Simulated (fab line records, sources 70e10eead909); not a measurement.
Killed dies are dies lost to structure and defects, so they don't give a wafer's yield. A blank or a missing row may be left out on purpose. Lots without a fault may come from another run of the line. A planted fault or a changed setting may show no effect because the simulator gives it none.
Chamber matching | flow nand_harc | NHARC_A_STAIRCASE_DEP_259 on pecvd-04: 3 sister chambers
The step deposits SiON, target thk 30 nm. 14 wafers are shown with their chamber, then 7 later ones without.

WAFERS WITH THEIR CHAMBER
wafer  | chamber | heater_power_w (W)
L075.2 | 2       | 735
L075.5 | 0       | 766
L075.6 | 2       | 758
L088.4 | 2       | 632
L088.5 | 0       | 739
L088.6 | 1       | 726
L090.1 | 2       | 672
L090.3 | 0       | 701
L090.5 | 2       | 686
L091.3 | 2       | 731
L091.4 | 0       | 735
L091.6 | 1       | 693
L093.1 | 1       | 731
L093.2 | 2       | 778

SIGNATURES (means of the wafers above)
reading        | chamber 0 | chamber 1 | chamber 2 | scatter within a chamber
heater_power_w | 735.25    | 716.67    | 713.14    | 41.6
Rule: a wafer's distance from a chamber is the root of the sum, over the readings, of the square of ((its reading less the chamber's mean) divided by the reading's scatter). The wafer belongs to the nearest chamber; if the next one is less than 2 further off, it can't be placed. The scatter: the root of (the sum of the squares of (reading less its chamber's mean) over the shown wafers, divided by (wafers less chambers)).

WAFERS WITHOUT THEIR CHAMBER
wafer  | heater_power_w (W)
L093.3 | 754
L092.1 | 738
L092.2 | 755
L092.3 | 700
L095.2 | 770
L095.3 | 726
L095.6 | 751

WHICH CHAMBER EACH WENT THROUGH
wafer  | from the rows above          | in truth
L093.3 | can't be placed: 0 or 1 or 2 | 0
L092.1 | can't be placed: 0 or 1 or 2 | 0
L092.2 | can't be placed: 0 or 1 or 2 | 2
L092.3 | can't be placed: 2 or 1 or 0 | 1
L095.2 | can't be placed: 0 or 1 or 2 | 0
L095.3 | can't be placed: 0 or 1 or 2 | 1
L095.6 | can't be placed: 0 or 1 or 2 | 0
Placed correctly: 0 of 7. Can't be placed from these rows: 7 (the true chamber is among the candidates in 7). Placed wrongly: 0.
